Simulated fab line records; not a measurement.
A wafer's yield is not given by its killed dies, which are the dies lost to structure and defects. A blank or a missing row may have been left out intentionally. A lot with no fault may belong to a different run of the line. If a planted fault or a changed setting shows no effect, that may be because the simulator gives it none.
Split-lot study	flow n5Finfet	on a route of 1938 steps: 7 lots, 39 wafers read

## THE SPLIT
At N5_BEOL_M9_ETCH_66 (etches SOC in N2/H2, target depth 80 nm, overetch 16 nm, time 120 s), the setting timeS was moved away from the recipe's 120 s on 12 of the 39 wafers read, by -33.1% to +43.9%. The other wafers ran this setting at the recipe's value.

The reading is taken at the split's own step.

## THE READING
SiARC_of_BEOL_M9_COAT_64.thkNm (the simulator's own value, which no gauge read), in nm, at N5_BEOL_M9_ETCH_66 (etches SOC in N2/H2, target depth 80 nm, overetch 16 nm, time 120 s). The file does not state a usual value for it. The 27 wafers here that ran the recipe average 6.3 nm, standard deviation 0.26 nm.

wafer	tool, chamber at the split	timeS as run, s	against the recipe	SiARC_of_BEOL_M9_COAT_64.thkNm, nm	against lot-mates on the recipe
L076.1	rieDiel-01, 1	120	recipe	6.6	-
L076.6	rieDiel-01, 1	120	recipe	6.6	-
L076.2	rieDiel-01, 2	120	recipe	6	-
L076.3	rieDiel-01, 0	120	recipe	6.4	-
L076.5	rieDiel-01, 0	120	recipe	6.4	-
L076.4	rieDiel-01, 2	120	recipe	6.2	-
L077.1	rieDiel-02, 1	120	recipe	6.4	-
L077.2	rieDiel-02, 2,1,2	80.26	-33.1%	8.2	+1.6
L077.4	rieDiel-02, 2,1,2	80.26	-33.1%	8.2	+1.6
L077.6	rieDiel-02, 2,1,2	80.26	-33.1%	8.2	+1.6
L077.3	rieDiel-02, 3	120	recipe	6.6	-
L077.5	rieDiel-02, 3	120	recipe	6.8	-
L078.1	rieDiel-01, 2,3,2	120	recipe	6.2	-
L078.5	rieDiel-01, 2,3,2	120	recipe	6.2	-
L078.6	rieDiel-01, 2,3,2	120	recipe	6.2	-
L078.2	rieDiel-01, 0	172.7	+43.9%	4	-2.2
L078.3	rieDiel-01, 1	172.7	+43.9%	4.4	-1.8
L078.4	rieDiel-01, 3	172.7	+43.9%	3.4	-2.8
L086.2	rieDiel-03, 1	120	recipe	6.4	-
L086.3	rieDiel-03, 2	120	recipe	6.6	-
L086.4	rieDiel-03, 2	120	recipe	6.6	-
L087.1	rieDiel-01, 0	120	recipe	6.4	-
L087.2	rieDiel-01, 2,3	120	recipe	6	-
L087.5	rieDiel-01, 2,3	120	recipe	6	-
L087.3	rieDiel-01, 3,2	91.88	-23.4%	7.4	+1.3
L087.6	rieDiel-01, 3,2	91.88	-23.4%	7.4	+1.3
L087.4	rieDiel-01, 0	91.88	-23.4%	7.8	+1.7
L090.1	rieDiel-02, 3	120	recipe	6.8	-
L090.6	rieDiel-02, 3	120	recipe	6.8	-
L090.2	rieDiel-02, 1	120	recipe	6.4	-
L090.3	rieDiel-02, 0	167.4	+39.5%	4.6	-2.1
L090.5	rieDiel-02, 0	167.4	+39.5%	4.6	-2.1
L090.4	rieDiel-02, 1	167.4	+39.5%	4.4	-2.3
L095.1	rieDiel-01, 3,2,2,3	120	recipe	6	-
L095.3	rieDiel-01, 3,2,2,3	120	recipe	6	-
L095.5	rieDiel-01, 3,2,2,3	120	recipe	6	-
L095.6	rieDiel-01, 3,2,2,3	120	recipe	6	-
L095.2	rieDiel-01, 0,1	120	recipe	6.4	-
L095.4	rieDiel-01, 0,1	120	recipe	6.4	-
The file does not say which wafer passed through which chamber wherever a row lists several chambers: such a row stands for several wafers.

FIT RESULTS
A straight line over all 39 wafers: SiARC_of_BEOL_M9_COAT_64.thkNm changes by -0.052 nm for each +1% of timeS; r = -0.97; the points scatter about the line by 0.27 nm.
The same after taking each lot's own level away (the mean of its wafers on the recipe; 39 wafers): -0.0525 nm for each +1%; r = -0.98; scatter 0.21 nm.
That fit puts the effect of the largest move of timeS on the reading at 2.3 nm.
Measured against the standard deviation above, the lots' own levels, which go from 6.13 to 6.67 nm, span 2.0 times it.
Consequently the slope shifts little with the lot-to-lot level, the two slopes agreeing.
Check: -2.32 nm against its lot-mates is what the line predicts for one of the wafers moved furthest among these (+43.9%) when that wafer is left out of the fit. It came out at -2.2 nm against them.

## FURTHER SPLITS ON THESE WAFERS
Before the reading, these wafers also passed through other splits. Each is held against what the fit with the lots' levels taken away leaves over:
other split on the same wafers	wafers away from the commonest value	r with SiARC_of_BEOL_M9_COAT_64.thkNm (lot level and that fit taken away)
N5_BEOL_M3_ILD_DEP_00 timeS	15	-0.01
N5_BEOL_M7_ILD_DEP_00 timeS	9	-0.11

## FILE'S OWN FIT
SiARC_of_BEOL_M9_COAT_64.thkNm changes by -0.0525 nm for each +1% of timeS, r = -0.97.
